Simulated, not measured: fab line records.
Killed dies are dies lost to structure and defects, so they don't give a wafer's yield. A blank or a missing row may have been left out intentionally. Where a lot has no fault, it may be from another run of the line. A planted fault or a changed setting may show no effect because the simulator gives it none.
Chamber matching | flow nand_harc | 3 sister chambers for NHARC_A_CONTACT_DEP_85 on pecvd-01
The step deposits SiON, target thk 60 nm. 3 wafers are shown with their chamber, then 12 later ones without.

== EACH WAFER AND ITS CHAMBER ==
wafer  | chamber | heater_power_w (W)
L085.3 | 2       | 829
L086.1 | 1       | 729
L086.4 | 0       | 745

== WAFERS WHOSE CHAMBER IS MISSING ==
wafer  | heater_power_w (W)
L090.2 | 672
L090.4 | 715
L090.5 | 896
L092.2 | 726
L092.4 | 717
L092.6 | 843
L095.1 | 792
L095.2 | 830
L095.6 | 833
L097.1 | 933
L097.3 | 705
L097.5 | 709

== CHAMBER TAKEN BY EACH ==
wafer  | from the rows above          | in truth
L090.2 | can't be placed: 1 or 0      | 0
L090.4 | can't be placed: 1 or 0      | 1
L090.5 | can't be placed: 2 or 0      | 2
L092.2 | can't be placed: 1 or 0      | 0
L092.4 | can't be placed: 1 or 0      | 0
L092.6 | can't be placed: 2 or 0      | 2
L095.1 | can't be placed: 2 or 0 or 1 | 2
L095.2 | can't be placed: 2 or 0      | 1
L095.6 | can't be placed: 2 or 0      | 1
L097.1 | can't be placed: 2 or 0      | 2
L097.3 | can't be placed: 1 or 0      | 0
L097.5 | can't be placed: 1 or 0      | 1
Correct placement for 0 of the 12. Not placeable from these rows: 12 (in 10, the candidates include the true chamber). Number placed wrongly: 0.
How it was worked out, from the rows above alone: a wafer's distance from a chamber is the root of the sum, over the readings, of the square of ((its reading less the chamber's mean) divided by the reading's scatter). If the next closest chamber is less than 2 further off than the closest, the wafer can't be placed; otherwise it belongs to the closest. The mean given for a chamber averages the wafers shown for that chamber. The scatter: with one shown wafer a chamber, the root of the mean of the squares of how far each hidden wafer lies from its nearest shown one.
